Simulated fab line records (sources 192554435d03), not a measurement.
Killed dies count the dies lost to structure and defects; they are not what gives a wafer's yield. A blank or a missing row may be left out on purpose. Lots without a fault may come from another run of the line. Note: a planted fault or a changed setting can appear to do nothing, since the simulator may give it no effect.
One fault through the eyes of 3 desks + flow n5_finfet + each desk has only its own numbers; what lay behind them comes last

FROM THE METROLOGY DESK
Means of the sampled wafers that have a number, per lot and without regard to the tool the lot ran on: this is what the gauges read. Marked OUT: a lot whose mean sits more than 4 standard deviations from the usual mean, which makes it out of limits; the brackets give that distance.
Columns: A = cd_nm at N5_PASSIVATION_CD_MEAS_44, usual 40000 nm; B = PASS_OPEN_OVL at N5_PASSIVATION_OVL_MEAS_66, usual 0 nm
| lot  | first seen here | A     | B  |
|------|-----------------|-------|----|
| L511 | day 12 06:49    | 40000 | 4  |
| L512 | day 12 11:51    | 39998 | 9  |
| L516 | day 13 16:34    | 39997 | -5 |
| L522 | day 15 13:06    | 39999 | -1 |
| L527 | day 16 06:55    | 40001 | -1 |
| L531 | day 17 01:34    | 39996 | -0 |
| L532 | day 17 04:10    | 39997 | -7 |
This desk's finding: nothing out of limits on any of the 7 lots.

THE DEFECT DESK
Per lot, the means of the sampled wafers with a number show what the inspections along the route counted. Marked OUT: a lot whose mean sits more than 4 standard deviations from the usual mean, which makes it out of limits; the brackets give that distance.
Columns: A = raw_defect_count at N5_PASSIVATION_INSPECT_67, usual 2.1
| lot  | first seen here | A   |
|------|-----------------|-----|
| L511 | day 12 06:52    | 3.7 |
| L512 | day 12 11:54    | 4.0 |
| L516 | day 13 16:37    | 1.7 |
| L522 | day 15 13:09    | 1.7 |
| L527 | day 16 06:58    | 2.3 |
| L531 | day 17 01:37    | 2.0 |
| L532 | day 17 04:13    | 3.0 |
This desk's finding: nothing out of limits on any of the 7 lots.

AT THE TOOL OWNER'S DESK: rie_diel-01
The tool's own readings at N5_PASSIVATION_ETCH_54 (etches SiO2 in CHF3/O2, target depth 880 nm, time 440 s): means of the sampled wafers that have a number, for each lot that ran on this tool. Marked OUT: a lot whose mean sits more than 4 standard deviations from the usual mean, which makes it out of limits; the brackets give that distance.
Columns: A = CHF3_flow_sccm at N5_PASSIVATION_ETCH_54, usual 50.03 sccm; B = drypump_motor_current_A at N5_PASSIVATION_ETCH_54, usual 5.9 A; C = oes_f_703_au at N5_PASSIVATION_ETCH_54, usual 0.81 a.u.; D = oes_product_au at N5_PASSIVATION_ETCH_54, usual 0.82 a.u.; E = rf_vpp_V at N5_PASSIVATION_ETCH_54, usual 525 V; F = showerhead_plenum_p_Torr at N5_PASSIVATION_ETCH_54, usual 2.45 Torr; G = throttle_valve_pct at N5_PASSIVATION_ETCH_54, usual 18.8 %
| lot  | first seen here | A     | B   | C    | D    | E   | F    | G    |
|------|-----------------|-------|-----|------|------|-----|------|------|
| L512 | day 12 12:19    | 49.95 | 6.2 | 0.79 | 0.78 | 525 | 2.42 | 19.1 |
| L522 | day 15 13:27    | 50.16 | 5.7 | 0.85 | 0.85 | 525 | 2.48 | 19.0 |
| L527 | day 16 07:16    | 49.97 | 5.7 | 0.89 | 0.89 | 525 | 2.45 | 18.8 |
| L531 | day 17 02:19    | 49.96 | 6.0 | 0.86 | 0.86 | 525 | 2.40 | 18.9 |
| L532 | day 17 04:31    | 49.97 | 6.6 | 0.83 | 0.84 | 526 | 2.40 | 19.0 |
This desk's finding: nothing out of limits on any of the 5 lots.

PUT TOGETHER
Metrology desk: nothing out of limits seen.
Nothing out of limits was seen by the defect desk.
The tool owner's desk saw nothing out of limits.

WHAT THE SIMULATOR HAD INSERTED
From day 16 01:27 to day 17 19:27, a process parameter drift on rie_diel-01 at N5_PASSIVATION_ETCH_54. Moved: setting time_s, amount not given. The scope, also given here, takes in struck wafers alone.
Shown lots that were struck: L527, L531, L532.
